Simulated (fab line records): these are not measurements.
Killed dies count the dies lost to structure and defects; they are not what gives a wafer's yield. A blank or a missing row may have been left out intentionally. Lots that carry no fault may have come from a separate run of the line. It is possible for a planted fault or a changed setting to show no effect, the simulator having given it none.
Which tool is to blame? -- flow n5 finfet -- 72 wafers from 24 lots sampled at 6 of the route's 1938 steps

## WHAT THE GAUGES SHOWED, per wafer
N5_BEOL_M15_THK_MEAS_50: measures by xrf.
lot,measured,on,M15_THK (nm)
L074,day 11 08:57,film metro-02,836 845 856
L075,day 11 14:00,film metro-02,837 841 838
L076,day 12 00:48,film metro-01,857 848 878
L077,day 12 14:31,film metro-01,840 856 848
L078,day 12 10:38,film metro-01,858 875 877
L079,day 12 09:59,film metro-02,848 860 836
L080,day 12 21:59,film metro-01,855 863 849
L081,day 13 08:29,film metro-01,870 861 862
L083,day 13 15:11,film metro-02,833 855 852
L082,day 13 22:13,film metro-01,862 870 878
L084,day 13 22:34,film metro-02,842 846 862
L086,day 14 18:56,film metro-01,878 883 884
L085,day 14 20:10,film metro-02,865 844 864
L087,day 15 02:55,film metro-02,875 869 873
L089,day 16 02:53,film metro-01,866 866 850
L088,day 16 07:08,film metro-02,877 869 887
L090,day 16 16:19,film metro-02,831 849 841
L091,day 16 10:09,film metro-01,879 875 879
L093,day 16 19:22,film metro-01,829 841 839
L094,day 17 06:28,film metro-02,820 837 852
L092,day 17 10:37,film metro-01,855 884 885
L095,day 17 12:32,film metro-02,874 875 847
L096,day 17 21:47,film metro-02,885 863 879
L097,day 18 11:53,film metro-01,859 890 875

## TOOL THAT RAN EACH LOT (tool first, then ch and the chambers of the sampled wafers, then the start)
lot,N5_BEOL_M13_PRE_CLEAN_42,N5_BEOL_M13_ANNEAL_48,N5_BEOL_M14_VIA_ETCH_16,N5_BEOL_M14_STRIP_63,N5_BEOL_M15_STRIP_63
L074,"pvd sputter-01, day 10 19:09","rtp anneal-02 ch 0, day 10 19:43","rie diel-04 ch 0,1,3, day 10 21:25","rie diel-04 ch 0,1,3, day 11 08:57 or earlier","rie diel-02 ch 0,2,3, day 11 08:57 or earlier"
L075,"pvd sputter-02, day 10 19:33","rtp anneal-02 ch 0, day 10 20:41","rie diel-05 ch 0,1,2, day 10 22:17","rie diel-05 ch 0,1,2, day 11 14:00 or earlier","rie diel-01 ch 0,1,3, day 11 14:00 or earlier"
L076,"pvd sputter-01, day 11 08:29","rtp anneal-02 ch 0, day 11 08:58","rie diel-05 ch 2,3, day 11 10:26","rie diel-05 ch 2,3, day 12 00:48 or earlier","rie diel-03 ch 0,1, day 12 00:48 or earlier"
L077,"pvd sputter-01, day 11 17:22","rtp anneal-01 ch 0, day 11 17:51","rie diel-04 ch 0,1,2, day 11 19:19","rie diel-04 ch 0,1,2, day 12 14:31 or earlier","rie diel-02 ch 1,2,3, day 12 14:31 or earlier"
L078,"pvd sputter-01, day 11 17:57","rtp anneal-02 ch 0, day 11 18:26","rie diel-06 ch 1,2,3, day 11 19:53","rie diel-06 ch 1,2,3, day 12 10:38 or earlier","rie diel-01 ch 0,1, day 12 10:38 or earlier"
L079,"pvd sputter-03, day 11 21:38","rtp anneal-02 ch 0, day 11 22:07","rie diel-06 ch 0,1,3, day 11 23:42","rie diel-06 ch 0,1,3, day 12 09:59 or earlier","rie diel-02 ch 0,1,2, day 12 09:59 or earlier"
L080,"pvd sputter-01, day 12 07:32","rtp anneal-02 ch 0, day 12 08:01","rie diel-06 ch 0,1,2, day 12 09:36","rie diel-06 ch 0,1,2, day 12 21:59 or earlier","rie diel-02 ch 1,3, day 12 21:59 or earlier"
L081,"pvd sputter-02, day 12 19:55","rtp anneal-02 ch 0, day 12 20:37","rie diel-04 ch 2,3, day 12 22:05","rie diel-04 ch 2,3, day 13 08:29 or earlier","rie diel-03 ch 1,2,3, day 13 08:29 or earlier"
L083,"pvd sputter-02, day 13 01:52","rtp anneal-01 ch 0, day 13 02:24","rie diel-06 ch 0,2,3, day 13 04:13","rie diel-06 ch 0,2,3, day 13 15:11 or earlier","rie diel-03 ch 1,2, day 13 15:11 or earlier"
L082,"pvd sputter-01, day 13 07:39","rtp anneal-01 ch 0, day 13 08:31","rie diel-06 ch 1,3, day 13 09:54","rie diel-06 ch 1,3, day 13 22:13 or earlier","rie diel-01 ch 1,2, day 13 22:13 or earlier"
L084,"pvd sputter-03, day 13 10:59","rtp anneal-01 ch 0, day 13 11:30","rie diel-06 ch 0,1, day 13 13:02","rie diel-06 ch 0,1, day 13 22:34 or earlier","rie diel-01 ch 0,2,3, day 13 22:34 or earlier"
L086,"pvd sputter-03, day 14 01:45","rtp anneal-01 ch 0, day 14 02:27","rie diel-06 ch 0,2,3, day 14 04:00","rie diel-06 ch 0,2,3, day 14 18:56 or earlier","rie diel-01 ch 0,3, day 14 18:56 or earlier"
L085,"pvd sputter-02, day 14 06:38","rtp anneal-02 ch 0, day 14 07:07","rie diel-05 ch 0,2, day 14 08:59","rie diel-05 ch 0,2, day 14 20:10 or earlier","rie diel-01 ch 0,2,3, day 14 20:10 or earlier"
L087,"pvd sputter-02, day 14 06:57","rtp anneal-02 ch 0, day 14 07:46","rie diel-06 ch 2,3, day 14 09:34","rie diel-06 ch 2,3, day 15 02:55 or earlier","rie diel-01 ch 1,3, day 15 02:55 or earlier"
L089,"pvd sputter-01, day 15 09:18","rtp anneal-01 ch 0, day 15 09:56","rie diel-06 ch 0,3, day 15 13:07","rie diel-06 ch 0,3, day 16 02:53 or earlier","rie diel-01 ch 0,3, day 16 02:53 or earlier"
L088,"pvd sputter-01, day 15 10:35","rtp anneal-02 ch 0, day 15 11:25","rie diel-06 ch 0,1,3, day 15 13:45","rie diel-06 ch 0,1,3, day 16 07:08 or earlier","rie diel-02 ch 1,2,3, day 16 07:08 or earlier"
L090,"pvd sputter-02, day 15 11:50","rtp anneal-01 ch 0, day 15 12:25","rie diel-05 ch 0,2,3, day 15 14:22","rie diel-05 ch 0,2,3, day 16 16:19 or earlier","rie diel-03 ch 0,1, day 16 16:19 or earlier"
L091,"pvd sputter-02, day 15 18:45","rtp anneal-01 ch 0, day 15 19:20","rie diel-04 ch 0,2, day 15 20:48","rie diel-04 ch 0,2, day 16 10:09 or earlier","rie diel-02 ch 0,3, day 16 10:09 or earlier"
L093,"pvd sputter-03, day 16 01:57","rtp anneal-01 ch 0, day 16 02:34","rie diel-04 ch 0,3, day 16 04:16","rie diel-04 ch 0,3, day 16 19:22 or earlier","rie diel-02 ch 0,1,2, day 16 19:22 or earlier"
L094,"pvd sputter-02, day 16 17:54","rtp anneal-01 ch 0, day 16 18:28","rie diel-06 ch 0,2, day 16 20:08","rie diel-06 ch 0,2, day 17 06:28 or earlier","rie diel-02 ch 0,2,3, day 17 06:28 or earlier"
L092,"pvd sputter-02, day 16 18:23","rtp anneal-02 ch 0, day 16 19:03","rie diel-06 ch 0,1,2, day 16 20:30","rie diel-06 ch 0,1,2, day 17 10:37 or earlier","rie diel-03 ch 0,1,3, day 17 10:37 or earlier"
L095,"pvd sputter-03, day 17 00:07","rtp anneal-02 ch 0, day 17 00:42","rie diel-05 ch 0,1,2, day 17 02:11","rie diel-05 ch 0,1,2, day 17 12:32 or earlier","rie diel-03 ch 1,2, day 17 12:32 or earlier"
L096,"pvd sputter-01, day 17 08:17","rtp anneal-02 ch 0, day 17 08:46","rie diel-05 ch 2,3, day 17 10:13","rie diel-05 ch 2,3, day 17 21:47 or earlier","rie diel-03 ch 0,2, day 17 21:47 or earlier"
L097,"pvd sputter-01, day 17 18:52","rtp anneal-02 ch 0, day 17 19:32","rie diel-04 ch 0,1,3, day 17 21:00","rie diel-04 ch 0,1,3, day 18 11:53 or earlier","rie diel-01 ch 1,2, day 18 11:53 or earlier"
- N5_BEOL_M13_PRE_CLEAN_42: time 30 s.
- N5_BEOL_M13_ANNEAL_48: time 90 s.
- N5_BEOL_M14_VIA_ETCH_16: etches SiO2 in C4F8/O2/Ar, target depth 1231.3 nm.
- N5_BEOL_M14_STRIP_63: strips in O2.
- N5_BEOL_M15_STRIP_63: strips in O2.

## AS READ BY THE TOOLS THEMSELVES (means over the sampled wafers that have a number; for cases with no such wafer, the mark the record gives instead)
N5_BEOL_M13_PRE_CLEAN_42.
lot,tool,heater power w (W)
L074,pvd sputter-01,314
L075,pvd sputter-02,339
L076,pvd sputter-01,335
L077,pvd sputter-01,333
L078,pvd sputter-01,305
L079,pvd sputter-03,334
L080,pvd sputter-01,291
L081,pvd sputter-02,353
L083,pvd sputter-02,338
L082,pvd sputter-01,296
L084,pvd sputter-03,333
L086,pvd sputter-03,334
L085,pvd sputter-02,338
L087,pvd sputter-02,333
L089,pvd sputter-01,322
L088,pvd sputter-01,327
L090,pvd sputter-02,369
L091,pvd sputter-02,334
L093,pvd sputter-03,322
L094,pvd sputter-02,346
L092,pvd sputter-02,341
L095,pvd sputter-03,312
L096,pvd sputter-01,298
L097,pvd sputter-01,312

N5_BEOL_M13_ANNEAL_48.
lot,tool,anneal temp c (C),anneal temp c max,wafer_temp_C_max
L074,rtp anneal-02,225.12,226.6,226.26
L075,rtp anneal-02,225.05,226.3,226.53
L076,rtp anneal-02,225.36,226.9,226.35
L077,rtp anneal-01,224.99,225.6,226.27
L078,rtp anneal-02,224.91,226.5,226.31
L079,rtp anneal-02,225.07,226.5,226.56
L080,rtp anneal-02,224.87,226.3,226.33
L081,rtp anneal-02,225.22,226.5,226.38
L083,rtp anneal-01,224.95,225.6,226.70
L082,rtp anneal-01,225.13,225.7,226.49
L084,rtp anneal-01,225.18,225.9,226.12
L086,rtp anneal-01,225.01,225.6,226.52
L085,rtp anneal-02,225.13,226.5,226.36
L087,rtp anneal-02,225.04,226.6,226.59
L089,rtp anneal-01,225.13,225.8,226.20
L088,rtp anneal-02,225.01,226.4,225.93
L090,rtp anneal-01,225.17,225.8,226.45
L091,rtp anneal-01,225.04,225.7,226.22
L093,rtp anneal-01,225.11,225.7,226.53
L094,rtp anneal-01,225.19,226.0,226.22
L092,rtp anneal-02,225.06,226.6,226.39
L095,rtp anneal-02,225.09,226.6,226.22
L096,rtp anneal-02,225.10,226.7,226.34
L097,rtp anneal-02,224.76,226.2,226.17

N5_BEOL_M14_VIA_ETCH_16.
lot,tool,drypump motor current A (A),oes product au (a.u.),rf vpp V (V),showerhead plenum p Torr (Torr),throttle valve pct (%)
L074,rie diel-04,5.4,0.75,2201,3.44,30.45
L075,rie diel-05,5.6,0.74,2235,3.54,30.83
L076,rie diel-05,5.3,0.70,2188,3.51,31.02
L077,rie diel-04,5.5,0.70,2194,3.49,30.59
L078,rie diel-06,6.0,0.75,2210,3.28,30.54
L079,rie diel-06,6.4,0.82,2183,3.34,30.67
L080,rie diel-06,6.0,0.77,2234,3.32,30.68
L081,rie diel-04,5.5,0.71,2190,3.42,30.66
L083,rie diel-06,6.2,0.72,2197,3.30,30.66
L082,rie diel-06,6.2,0.82,2194,3.32,30.58
L084,rie diel-06,6.4,0.82,2207,3.37,30.82
L086,rie diel-06,6.2,0.70,2197,3.29,30.64
L085,rie diel-05,5.3,0.84,2236,3.58,30.67
L087,rie diel-06,5.8,0.65,2225,3.23,30.54
L089,rie diel-06,6.6,0.75,2170,3.34,30.81
L088,rie diel-06,6.4,0.77,2182,3.33,30.71
L090,rie diel-05,5.5,0.80,2214,3.53,30.88
L091,rie diel-04,5.8,0.67,2190,3.56,30.90
L093,rie diel-04,5.6,0.76,2212,3.56,30.69
L094,rie diel-06,5.8,0.82,2273,3.52,30.65
L092,rie diel-06,6.0,0.80,2245,3.43,30.70
L095,rie diel-05,5.6,0.75,2231,3.51,30.76
L096,rie diel-05,5.3,0.80,2186,3.49,30.85
L097,rie diel-04,5.4,0.78,2211,3.54,30.42

N5_BEOL_M14_STRIP_63.
lot,tool,drypump motor current A (A),oes product au (a.u.),rf vpp V (V),showerhead plenum p Torr (Torr),throttle valve pct (%)
L074,rie diel-04,5.4,0.83,3.5,2.10,16.35
L075,rie diel-05,5.6,0.82,3.4,2.16,16.55
L076,rie diel-05,5.3,0.79,4.0,2.12,16.56
L077,rie diel-04,5.6,0.77,4.1,2.15,16.61
L078,rie diel-06,6.0,0.82,3.4,2.02,16.67
L079,rie diel-06,6.3,0.90,4.0,2.04,16.55
L080,rie diel-06,6.0,0.84,4.2,2.03,16.69
L081,rie diel-04,5.5,0.79,3.6,2.08,16.52
L083,rie diel-06,6.2,0.78,4.5,2.01,16.62
L082,rie diel-06,6.2,0.90,3.0,2.05,16.65
L084,rie diel-06,6.4,0.90,3.9,2.06,16.58
L086,rie diel-06,6.2,0.79,4.2,2.01,16.64
L085,rie diel-05,5.3,0.92,3.4,2.19,16.32
L087,rie diel-06,5.8,0.70,4.0,1.98,16.75
L089,rie diel-06,6.6,0.83,3.5,2.03,16.56
L088,rie diel-06,6.4,0.84,4.2,2.03,16.63
L090,rie diel-05,5.5,0.90,3.4,2.15,16.45
L091,rie diel-04,5.7,0.74,2.6,2.19,16.82
L093,rie diel-04,5.5,0.84,4.0,2.17,16.37
L094,rie diel-06,5.8,0.88,2.8,2.17,16.52
L092,rie diel-06,6.0,0.88,2.8,2.11,16.62
L095,rie diel-05,5.6,0.84,4.5,2.14,16.47
L096,rie diel-05,5.3,0.88,3.8,2.10,16.32
L097,rie diel-04,5.4,0.85,4.2,2.17,16.29

N5_BEOL_M15_STRIP_63.
lot,tool,drypump motor current A (A),oes product au (a.u.),rf vpp V (V),showerhead plenum p Torr (Torr),throttle valve pct (%)
L074,rie diel-02,5.5,0.80,4.1,2.10,16.70
L075,rie diel-01,6.2,0.74,3.5,2.09,16.61
L076,rie diel-03,5.7,0.73,3.2,2.05,17.08
L077,rie diel-02,5.8,0.75,2.6,2.10,16.68
L078,rie diel-01,6.3,0.72,3.5,2.02,16.42
L079,rie diel-02,5.7,0.75,4.0,2.04,16.69
L080,rie diel-02,6.0,0.76,3.6,2.12,16.59
L081,rie diel-03,5.4,0.80,3.0,2.07,16.83
L083,rie diel-03,5.6,0.81,3.6,2.05,16.87
L082,rie diel-01,6.3,0.96,3.6,2.18,16.31
L084,rie diel-01,5.9,0.83,3.1,2.12,16.75
L086,rie diel-01,5.9,0.79,3.8,2.12,16.61
L085,rie diel-01,6.0,0.82,2.8,2.12,16.78
L087,rie diel-01,6.6,0.85,2.8,2.21,16.38
L089,rie diel-01,5.9,0.78,3.3,2.12,16.62
L088,rie diel-02,5.8,0.82,3.9,2.18,16.55
L090,rie diel-03,5.7,0.79,3.1,2.04,16.97
L091,rie diel-02,5.4,0.80,4.4,2.17,16.70
L093,rie diel-02,5.7,0.80,3.7,2.12,16.59
L094,rie diel-02,5.5,0.83,3.9,2.18,16.61
L092,rie diel-03,5.4,0.88,4.1,2.06,16.76
L095,rie diel-03,5.4,0.84,3.9,2.09,16.71
L096,rie diel-03,5.4,0.92,3.8,2.13,16.56
L097,rie diel-01,6.0,0.89,3.8,2.12,16.63

## THE ANSWER, worked out from the rows above alone
Rule: what is usual is taken from the lots themselves. The widest of any qualifying gaps counts: lots, ordered by their means at a reading, are off when they make up no more than a third of the lots, leave a main group of 4 or more, and stand apart from it by 3 or more times the standard deviation of that group's means. A main group is skipped when, at the precision printed for the reading in the tables above, its means are all equal. A lot without any number at a reading at which 4 lots or more have one is off too. Where the step has rows for the other lots, those lots are counted as sound. The gauges are gone through in route order, then the tools' own readings, and for those a lot's mean is taken as printed above. At the first step where some lot is off, the reading lying furthest off is the one used; lots without a number count as furthest.
No lot is off on any of the readings shown, so nothing can be concluded from this.

## WHAT WAS PUT IN BY THE SIMULATOR
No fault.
